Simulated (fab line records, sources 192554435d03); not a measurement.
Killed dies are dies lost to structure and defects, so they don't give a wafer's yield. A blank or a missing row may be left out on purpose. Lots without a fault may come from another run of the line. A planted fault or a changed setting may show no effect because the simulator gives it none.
fab line records | flow n5_finfet
record lots=10 wafers=29 last_day=17
route steps=1938 shown BEOL_M0_SAQP@678 BEOL_M0_CUTY@708 BEOL_M4@1111 PASSIVATION@1936
lots that met no fault: from a run of the same line without faults
start_h: hours from the record's first day to the start of the lot's first wafer shown | wait_h: hours since the lot's step before | " the same as in the row above | L1.1+2: a row that stands for several wafers | - no value, or no start given | * or withheld: withheld | < > ~ a bound
route shown NAME@n: a module of which the file shows steps, and the number in the route of the first | usual: mean/standard deviation of fault-free wafers | same: alike in all rows | chamber/n: place in a boat | sites: the reading at each site | _std_site: their standard deviation | _edge_site: outer sites' mean less inner sites' | radius_mm: how far each site lies from the wafer's centre | mask NAME#n: copy n | behind: the tool/chamber that last shaped the wafer | hold: why the lot was held/for how many hours/how that ended | device: the transistor (n, p or np) that didn't switch | end of line: the same wafers' tests at the end of the route | a step without rows: its recipe alone | killed: dies lost to structure and defects at the first sort, not the wafer's yield | map: a wafer's dies, x killed, . not, _ none there
set.NAME: the setting as run; set.NAME@STEP: as run at that earlier step | model.NAME: the simulator's own value behind a step, which no gauge read
steps of the route over a sample of lots; a table a step, a row a wafer
services: from which hour (start_h, from the record's first day; less than 0 if before it) a tool's chamber was out of use, for how many hours, and why
## steps
# step N5_BEOL_M0_SAQP_MANDREL2_REMOVE_110
# recipe chemistry=HBr/Cl2/O2 bt_time_s=10 target=a-Si stop_on=SiCN endpoint=OES-SiCl over_etch_frac=1 icp_w=600 bias_w=30 HBr_flow_sccm=150 Cl2_flow_sccm=80 O2_flow_sccm=5 pressure_mtorr=10
# usual drypump_motor_current_A=5.5/0.45 oes_product_au=1.003/0.018 throttle_valve_pct=36.4/0.34
# columns lot.wafer tool chamber start_h wait_h drypump_motor_current_A oes_product_au rf_hours_counter_h throttle_valve_pct
L854.1 rie_si-05 2 117.62 0.1 5.9 0.979 35 37.1
L854.5 " 3 " " 5.8 0.987 - 36.4
L855.3 rie_si-02 1 121.17 0.1 5.2 0.985 26 36.3
L855.4 " 2 " " 5.6 1.020 84 36.1
L855.6 " 2 " " 5.6 1.012 - 36.1
L860.1 rie_si-05 1 153.23 0.1 5.3 0.983 79 36.3
L860.2 " 3 " " 5.8 0.991 4 36.4
L860.5 " 1 " " 5.2 0.969 - 36.3
L862.1 rie_si-01 1 165.70 0.1 6.3 1.036 162 36.4
L862.3 " 0 " " 5.7 0.998 4 36.0
L862.5 " 1 " " 6.3 1.033 - 36.4
L865.2 rie_si-02 0 187.85 0.1 5.1 1.021 26 36.9
L865.5 " 2 " " 5.6 1.024 - 36.1
L865.6 " 1 " " 5.2 0.980 - 36.3
L867.2 rie_si-02 0 194.79 0.1 5.1 1.012 27 36.9
L867.4 " 1 " " 5.1 0.977 28 36.3
L867.6 " 0 " " 5.1 1.006 - 36.9
L872.2 rie_si-01 0 223.24 0.1 5.7 0.997 5 36.0
L872.4 " 2 " " 5.0 1.009 153 36.5
L872.5 " 1 " " 6.4 1.026 - 36.4
L873.1 rie_si-01 3 227.65 0.1 6.3 0.977 68 36.9
L873.2 " 0 " " 5.7 1.000 5 36.0
L873.4 " 1 " " 6.3 1.020 164 36.4
L874.1 rie_si-01 1 231.61 0.1 6.3 1.029 164 36.4
L874.4 " 2 " " 5.0 1.017 153 36.5
L874.5 " 2 " " 5.0 1.010 - 36.6
L875.1 rie_si-02 2 244.42 0.1 5.6 1.020 86 36.1
L875.2 " 1 " " 5.2 0.984 29 36.3
L875.3 " 3 " " 5.3 1.008 137 36.1
# step N5_BEOL_M0_SAQP_OVL_MEAS_41
# recipe points_per_wafer=522
# usual M0_CUT1_OVL=0.1/0.74
# columns lot.wafer tool chamber start_h wait_h M0_CUT1_OVL[nm]
L854.1 overlay-01 0 118.07 0.0 -1.5
L854.5 " 0 " " -0.8
L855.3 overlay-01 0 121.75 0.0 0.0
L855.4 " 0 " " 0.1
L855.6 " 0 " " 0.1
L860.1 overlay-02 0 153.80 0.0 1.1
L860.2 " 0 " " 0.1
L860.5 " 0 " " 1.8
L862.1 overlay-01 0 166.27 0.0 0.8
L862.3 " 0 " " 0.3
L862.5 " 0 " " 0.6
L865.2 overlay-02 0 188.42 0.0 1.6
L865.5 " 0 " " 1.1
L865.6 " 0 " " 1.5
L867.2 overlay-01 0 195.24 0.0 0.3
L867.4 " 0 " " 0.6
L867.6 " 0 " " -0.8
L872.2 overlay-01 0 223.82 0.0 -0.1
L872.4 " 0 " " -0.2
L872.5 " 0 " " 0.3
L873.1 overlay-01 0 228.10 0.0 0.0
L873.2 " 0 " " 0.1
L873.4 " 0 " " -0.2
L874.1 overlay-01 0 232.19 0.0 0.4
L874.4 " 0 " " 1.5
L874.5 " 0 " " -0.3
L875.1 overlay-02 0 244.99 0.0 0.9
L875.2 " 0 " " 0.2
L875.3 " 0 " " -0.2
# step N5_BEOL_M0_SAQP_ALD_48
# recipe material=SiO2 target_thk_a=200 temp_c=100 ald_precursor_family=BDEAS ald_co_reactant=O2-plasma pulse_time_s=1 co_reactant_pulse_time_s=1 purge_time_s=2 co_reactant_purge_time_s=2 ald_cycles=139 pressure_torr=2
# usual ald_cycles=139/0 chamber_pressure_Torr=2.000/0.0043 heater_power_w=79/6.3 precursor_pulse_height_rel=1.000/0.018
# same co_reactant_pulse_time_s=1 co_reactant_purge_time_s=2 purge_time_s=2
# columns lot.wafer tool chamber start_h wait_h ald_cycles chamber_pressure_Torr heater_power_w precursor_pulse_height_rel
L854.1 ald_sin-04 2 118.44 0.0 139 1.994 83 1.013
L854.5 " 2 " " 139 1.994 80 0.990
L855.3 ald_sin-03 3 122.11 0.0 139 2.005 82 0.976
L855.4 " 1 " " 139 2.001 71 0.944
L855.6 " 1 " " 139 2.002 69 1.020
L860.1 ald_sin-01 1 154.18 0.0 139 1.996 89 0.985
L860.2 " 0 " " 139 1.995 70 1.010
L860.5 " 2 " " 139 2.010 78 0.990
L862.1 ald_sin-04 0 166.65 0.0 139 2.010 78 0.996
L862.3 " 2 " " 139 2.002 81 1.032
L862.5 " 0 " " 139 2.004 77 1.042
L865.2 ald_sin-04 1 190.06 1.3 153 1.996 91 0.994
L865.5 " 3 " " 139 2.002 74 1.003
L865.6 " 0 " " 139 1.991 77 0.997
L867.2 ald_sin-01 2 195.69 0.0 139 2.003 73 1.023
L867.4 " 3 " " 139 2.003 83 0.990
L867.6 " 3 " " 139 1.996 81 0.996
L872.2 ald_sin-04 1 224.28 0.0 153 2.001 93 1.000
L872.4 " 0 " " 139 1.999 79 0.992
L872.5 " 1 " " 153 2.006 92 1.022
L873.1 ald_sin-03 1 228.62 0.2 139 1.995 72 1.012
L873.2 " 0 " " 139 1.995 80 1.020
L873.4 " 2 " " 139 2.002 82 1.015
L874.1 ald_sin-01 1 232.56 0.0 139 1.999 80 0.997
L874.4 " 0 " " 139 1.996 66 1.013
L874.5 " 3 " " 139 2.010 81 0.989
L875.1 ald_sin-03 0 245.69 0.0 139 1.998 81 1.009
L875.2 " 2 " " 139 1.997 81 1.003
L875.3 " 1 " " 139 1.996 72 1.011
# step N5_BEOL_M0_CUTY_CD_MEAS_57
# recipe target_cd_nm=200 landing_energy_ev=500 detector=se_inlens polarity=line
# usual cd_nm=199.6/0.98
# same landing_energy_ev=500
# columns lot.wafer tool chamber start_h wait_h cd_nm
L854.1 cd_sem-03 0 119.46 - 199.2
L854.5 " 0 " " 198.9
L855.3 cd_sem-02 0 123.01 - 199.5
L855.4 " 0 " " 199.0
L855.6 " 0 " " 198.8
L860.1 cd_sem-01 0 155.07 - 198.9
L860.2 " 0 " " 201.1
L860.5 " 0 " " 200.1
L862.1 cd_sem-03 0 167.54 - 200.0
L862.3 " 0 " " 199.5
L862.5 " 0 " " 199.3
L865.2 cd_sem-02 0 190.96 - 198.8
L865.5 " 0 " " 201.2
L865.6 " 0 " " 199.3
L867.2 cd_sem-02 0 196.58 - 200.0
L867.4 " 0 " " 201.0
L867.6 " 0 " " 200.0
L872.2 cd_sem-01 0 225.30 - 199.5
L872.4 " 0 " " 200.4
L872.5 " 0 " " 198.1
L873.1 cd_sem-03 0 229.51 - 199.8
L873.2 " 0 " " 198.7
L873.4 " 0 " " 199.7
L874.1 cd_sem-02 0 233.58 - 199.0
L874.4 " 0 " " 201.2
L874.5 " 0 " " 200.1
L875.1 cd_sem-01 0 246.74 - 200.4
L875.2 " 0 " " 197.6
L875.3 " 0 " " 198.5
# step N5_BEOL_M4_RC_MEAS_101
# usual DIBL_N=36.0/2.2 DIBL_P=35.9/2.6 IOFF_N=0.16/0.038 IOFF_P=0.21/0.042 ION_N=675/15 ION_P=463/10 SS_N=71.5/0.62 SS_P=73.2/0.76 VT_N=250/4.1 VT_P=-251/3.6
# columns lot.wafer tool chamber start_h wait_h DIBL_N[mV/V] DIBL_P[mV/V] IOFF_N[nA/um] IOFF_P[nA/um] ION_N[uA/um] ION_P[uA/um] SS_N[mV/dec] SS_P[mV/dec] VT_N[mV] VT_P[mV]
L854.1 prober-01 0 168.74 0.0 37.3 37.3 0.17 0.21 674 461 71.5 73.2 251 -254
L854.5 " 0 " " 35.4 35.0 0.14 0.19 667 454 71.6 72.4 251 -253
L855.3 prober-02 0 168.92 0.3 36.3 37.2 0.17 0.21 675 458 72.3 73.5 249 -252
L855.4 " 0 " " 35.1 36.8 0.15 0.19 662 454 71.6 73.3 251 -252
L855.6 " 0 " " 32.8 34.1 0.12 0.16 672 463 70.7 72.1 253 -255
L860.1 prober-01 0 214.28 0.0 36.5 35.6 0.15 0.20 672 462 71.5 73.3 249 -249
L860.2 " 0 " " 34.2 34.0 0.13 0.19 682 473 70.9 72.4 253 -250
L860.5 " 0 " " 35.0 34.3 0.13 0.19 673 465 70.7 72.6 251 -249
L862.1 prober-02 0 215.85 0.0 37.8 37.3 0.16 0.19 675 459 71.2 73.3 252 -254
L862.3 " 0 " " 35.3 34.2 0.12 0.16 644 445 70.9 73.4 259 -256
L862.5 " 0 " " 35.8 33.6 0.13 0.15 653 446 71.9 72.5 256 -259
L865.2 prober-01 0 247.44 0.2 35.2 36.6 0.15 0.20 673 460 71.2 72.6 249 -249
L865.5 " 0 " " 34.9 34.8 0.14 0.18 681 466 71.4 72.5 250 -250
L865.6 " 0 " " 35.5 36.6 0.15 0.20 666 456 71.6 73.4 246 -254
L867.2 prober-02 0 247.47 0.2 36.8 35.6 0.16 0.23 677 467 70.6 73.3 249 -247
L867.4 " 0 " " 37.0 36.6 0.16 0.25 671 471 71.9 73.8 247 -248
L867.6 " 0 " " 36.8 36.4 0.16 0.24 685 473 71.2 72.4 250 -253
L872.2 prober-02 0 281.27 0.2 38.6 39.0 0.18 0.23 675 464 71.9 73.4 249 -250
L872.4 " 0 " " 39.9 42.4 0.22 0.29 696 482 72.1 73.9 245 -248
L872.5 " 0 " " 38.5 39.0 0.20 0.25 689 472 71.6 73.0 246 -250
L874.1 prober-02 0 290.17 0.0 35.9 36.9 0.17 0.28 684 476 71.5 74.2 249 -243
L874.4 " 0 " " 32.9 32.5 0.12 0.19 663 462 70.3 72.6 255 -249
L874.5 " 0 " " 33.8 31.9 0.12 0.18 656 454 70.8 72.2 252 -251
L873.1 prober-02 0 293.57 0.0 38.0 39.0 0.20 0.25 685 465 72.1 74.5 248 -251
L873.2 " 0 " " 34.9 35.5 0.15 0.19 689 469 71.6 73.0 250 -250
L873.4 " 0 " " 34.1 34.3 0.13 0.18 664 458 71.3 73.1 253 -254
L875.1 prober-01 0 306.25 0.0 37.4 40.0 0.21 0.26 678 458 71.8 74.5 242 -250
L875.2 " 0 " " 33.0 33.5 0.14 0.17 679 467 71.5 72.5 249 -254
L875.3 " 0 " " 37.6 40.5 0.22 0.25 692 470 72.9 74.6 244 -249
# step N5_PASSIVATION_PROBE_49
# usual defect_limited_yield=91.4/1.6 killed_at_M0_to_M3=35/10 killed_at_M4_up=12/4.7 killed_at_contacts=12/5.8 killed_at_front_end=38/12 killed_at_other=4/3.2 killed_dies=102/18 killed_open=68/14 killed_short=32/8 sort_bin_5_function=5.1/0.96 sort_bin_6_memory=3.2/0.77 sort_bin_8_speed=0.1/0.39 sort_n_pass=1078/20 sort_yield_pct=91.3/1.7
# same gross_dies=1180 killed_at_back_side=0 sort_bin_4_leakage[%]=0
# columns lot.wafer tool chamber start_h wait_h defect_limited_yield[%] killed_at_M0_to_M3 killed_at_M4_up killed_at_contacts killed_at_front_end killed_at_other killed_dies killed_open killed_short sort_bin_5_function[%] sort_bin_6_memory[%] sort_bin_8_speed[%] sort_n_pass sort_yield_pct[%]
L872.2 prober-02 - 391.10 0.7 90.7 36 16 9 44 5 110 67 42 5.9 3.2 0 1070 90.7
L872.4 prober-02 - 391.20 0.8 91.5 31 13 13 36 7 100 62 37 4.9 3.1 0 1080 91.5
L872.5 prober-02 - 391.25 0.8 93.3 16 17 9 31 6 79 48 31 3.6 2.7 0 1101 93.3
# killed by level:class
L872.2 STI_FIN_REVEAL:geometric_particle:open=13 BEOL_M0_SAQP:geometric_particle:short=11 MOL_CONTACT_COAG:geometric_particle:open=9 BEOL_M3:geometric_particle:open=9 BEOL_M0_SAQP:geometric_particle:open=7 STARTING-WAFER:geometric_particle:short=7 FIN_SAQP:geometric_particle:open=5 BEOL_M4:geometric_particle:open=5
L872.4 MOL_CONTACT_COAG:geometric_particle:open=10 BEOL_M1:geometric_particle:open=8 BEOL_M3:geometric_particle:open=8 FIN_SAQP:geometric_particle:open=6 GATE_CUT:geometric_particle:short=5 BEOL_M1:geometric_particle:short=5 DUMMY_GATE:geometric_particle:open=4 BEOL_M0_SAQP:geometric_particle:open=4
L872.5 FIN_SAQP:geometric_particle:short=5 MOL_CONTACT_COAG:geometric_particle:short=5 BEOL_M0_SAQP:geometric_particle:short=5 BEOL_M1:geometric_particle:open=5 FIN_SAQP:geometric_particle:open=4 STI_FIN_REVEAL:geometric_particle:open=4 MOL_CONTACT_COAG:geometric_particle:open=4 BEOL_M7:geometric_particle:open=4
## services
# columns tool chamber start_h hours kind
rie_si-02 0 95.08 3.3 repair
ald_sin-03 0 99.25 - clean
ald_sin-03 1 99.25 - clean
ald_sin-03 2 99.25 - clean
ald_sin-03 3 99.25 - clean
ald_sin-04 3 102.77 18.7 repair
rie_si-05 2 106.40 1.9 repair
ald_sin-01 1 144.50 5.2 repair
ald_sin-01 - 177.18 14.0 pm
ald_sin-01 0 177.18 14.0 vent_cycle
ald_sin-01 1 177.18 14.0 vent_cycle
ald_sin-01 2 177.18 14.0 vent_cycle
ald_sin-01 3 177.18 14.0 vent_cycle
ald_sin-01 0 191.18 - clean
ald_sin-01 1 191.18 - clean
ald_sin-01 2 191.18 - clean
ald_sin-01 3 191.18 - clean
ald_sin-01 - 219.33 0.9 repair
ald_sin-01 2 224.79 3.5 repair
ald_sin-04 1 226.54 1.7 repair
ald_sin-04 3 231.17 16.1 repair
ald_sin-01 - 235.40 0.5 repair
ald_sin-04 2 240.62 5.4 repair
## key
first_sign step=N5_BEOL_M0_SAQP_ALD_48 reading=ald_cycles direction=up sigmas=99+ usual=* struck=*
effect none on later readings
met_at N5_BEOL_M0_SAQP_ALD_48
struck_lots L865,L872
struck_wafers L865.2,L872.2,L872.5
not_acting_at N5_BEOL_M0_SAQP_MANDREL2_REMOVE_110,N5_BEOL_M0_SAQP_OVL_MEAS_41,N5_BEOL_M0_CUTY_CD_MEAS_57
fault kind=process_parameter_drift tool=ald_sin-04 chamber=1 onset_h=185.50 steps=N5_BEOL_M0_SAQP_ALD_48 channel=ald_cycles offset=* shape=step end_h=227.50 acts_in=* stated=*
